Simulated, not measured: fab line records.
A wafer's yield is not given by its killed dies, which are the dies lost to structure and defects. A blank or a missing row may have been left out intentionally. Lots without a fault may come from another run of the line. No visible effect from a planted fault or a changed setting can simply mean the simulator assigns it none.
One fault seen from 2 desks -- flow nand_harc -- each desk holds nothing but its own numbers, with what lay behind them at the end

TOOL OWNER'S DESK, rie_diel-09
The tool's own readings at NHARC_P_M2_ETCH_28 (etches the open film in CF4/N2, target depth 30 nm, time 72.99 s): means of the sampled wafers that have a number, for each lot that ran on this tool. Marked OUT: a lot whose mean sits more than 4 standard deviations from the usual mean, which makes it out of limits; the brackets give that distance.
Columns: A = drypump_motor_current_A at NHARC_P_M2_ETCH_28, usual 5.6 A; B = oes_product_au at NHARC_P_M2_ETCH_28, usual 1.001 a.u.; C = rf_vpp_V at NHARC_P_M2_ETCH_28, usual 314.4 V; D = showerhead_plenum_p_Torr at NHARC_P_M2_ETCH_28, usual 2.64 Torr; E = throttle_valve_pct at NHARC_P_M2_ETCH_28, usual 19.794 %
lot,first seen here,A,B,C,D,E
L363,day 6 18:59,6.1,0.994,316.0,2.73,19.792
L371,day 8 09:00,5.7,0.949 (-4.3) OUT,314.8,2.65,19.798
This desk finds L371 out of limits, L371 being first, at day 8 09:00 (oes_product_au at NHARC_P_M2_ETCH_28). Within limits: L363.

METROLOGY DESK
Means of the sampled wafers that have a number, per lot and without regard to the tool the lot ran on: this is what the gauges read. Marked OUT: a lot whose mean sits more than 4 standard deviations from the usual mean, which makes it out of limits; the brackets give that distance.
Columns: A = thk_nm at NHARC_P_M2_THK_MEAS_24, usual 144.0 nm
lot,first seen here,A
L363,day 6 20:50,143.6
L365,day 7 06:29,144.0
L367,day 7 15:04,143.3
L371,day 8 10:55,145.4
L377,day 10 09:07,144.4
L378,day 10 09:51,145.2
L380,day 10 14:18,143.9
L381,day 10 18:11,144.1
L385,day 11 12:32,143.6
L383,day 11 14:05,143.7
L386,day 12 03:02,145.3
Finding of this desk: none of the 11 lots has anything out of limits.

BROUGHT TOGETHER
At day 8 09:00, on L371, the tool owner's desk was in a position to raise an alarm.
The metrology desk saw nothing out of limits.
The metrology desk holds a record of L371, inside its limits.
Every lot named ran NHARC_P_M2_ETCH_28 on rie_diel-09.

WHAT THE SIMULATOR HAD PUT IN
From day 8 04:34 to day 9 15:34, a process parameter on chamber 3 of rie_diel-09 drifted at NHARC_P_M2_ETCH_28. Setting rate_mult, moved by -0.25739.
Shown lots that were struck: L371.
Each desk's first reading out of limits, in hours after the fault started: the tool owner's desk, 4.
